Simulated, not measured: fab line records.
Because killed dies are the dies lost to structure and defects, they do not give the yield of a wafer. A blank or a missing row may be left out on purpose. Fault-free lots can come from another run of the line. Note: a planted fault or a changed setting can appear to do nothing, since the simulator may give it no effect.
Which tool did it? / flow n5Finfet / 12 lots, 36 wafers sampled, at 2 steps of a route of 1938

## WHAT EACH GAUGE READ, for each wafer
N5_FIN_SAQP_CD_MEAS_16: the cd target is 35.6 nm.
lot=L075; measured=day 2 04:26; on=cdSem-01; cdNm (nm)=35.1 35.7 36.4
lot=L077; measured=day 2 17:41; on=cdSem-01; cdNm (nm)=35.5 35.6 35.4
lot=L079; measured=day 3 03:44; on=cdSem-01; cdNm (nm)=35.7 36.2 35.7
lot=L081; measured=day 3 16:56; on=cdSem-03; cdNm (nm)=35.5 35.7 36.2
lot=L083; measured=day 4 05:20; on=cdSem-02; cdNm (nm)=35.6 36.3 35.8
lot=L085; measured=day 4 19:24; on=cdSem-02; cdNm (nm)=35.8 35.4 35.4
lot=L087; measured=day 5 04:45; on=cdSem-01; cdNm (nm)=35.5 35.1 35.2
lot=L089; measured=day 5 17:15; on=cdSem-03; cdNm (nm)=35.9 36.2 35.9
lot=L091; measured=day 6 03:46; on=cdSem-01; cdNm (nm)=35.2 35.3 35.8
lot=L093; measured=day 6 17:59; on=cdSem-03; cdNm (nm)=35.4 35.6 35.7
lot=L095; measured=day 7 03:11; on=cdSem-01; cdNm (nm)=35.7 36.1 35.9
lot=L097; measured=day 7 15:42; on=cdSem-01; cdNm (nm)=35.1 35.3 36.0

## WHICH TOOL RAN EACH LOT (tool, then ch and the chambers of the sampled wafers, then the start)
lot=L075; N5_FIN_SAQP_PECVD_06=pecvd-04 ch 0,1,2, day 2 03:51
lot=L077; N5_FIN_SAQP_PECVD_06=pecvd-03 ch 0,1,2, day 2 17:14
lot=L079; N5_FIN_SAQP_PECVD_06=pecvd-04 ch 1,2, day 3 03:17
lot=L081; N5_FIN_SAQP_PECVD_06=pecvd-01 ch 0,1,2, day 3 16:22
lot=L083; N5_FIN_SAQP_PECVD_06=pecvd-03 ch 0,1, day 4 04:51
lot=L085; N5_FIN_SAQP_PECVD_06=pecvd-04 ch 0,1,2, day 4 18:11
lot=L087; N5_FIN_SAQP_PECVD_06=pecvd-04 ch 1,2, day 5 04:18
lot=L089; N5_FIN_SAQP_PECVD_06=pecvd-01 ch 0,1,2, day 5 16:49
lot=L091; N5_FIN_SAQP_PECVD_06=pecvd-04 ch 0,2, day 6 03:11
lot=L093; N5_FIN_SAQP_PECVD_06=pecvd-01 ch 0,1,2, day 6 17:25
lot=L095; N5_FIN_SAQP_PECVD_06=pecvd-01 ch 0,1,2, day 7 02:44
lot=L097; N5_FIN_SAQP_PECVD_06=pecvd-03 ch 0,2, day 7 15:16
- N5_FIN_SAQP_PECVD_06: deposits a-Si from SiH4/He, target thk 60 nm, time 48.1 s.

## THE ANSWER, worked out from the rows above alone
Rule: what is usual is taken from the lots themselves. The widest of any qualifying gaps counts: lots, ordered by their means at a reading, are off when they make up no more than a third of the lots, leave a main group of 4 or more, and stand apart from it by 3 or more times the standard deviation of that group's means. Not used: any main group whose means are identical at the precision the tables above print for the reading. Also off: a lot with no number at a reading for which 4 or more lots have one. Any other lot the step has rows for is counted as sound.
Nothing can be told from this: no lot is off at any reading shown.

## WHAT THE SIMULATOR HAD PUT IN
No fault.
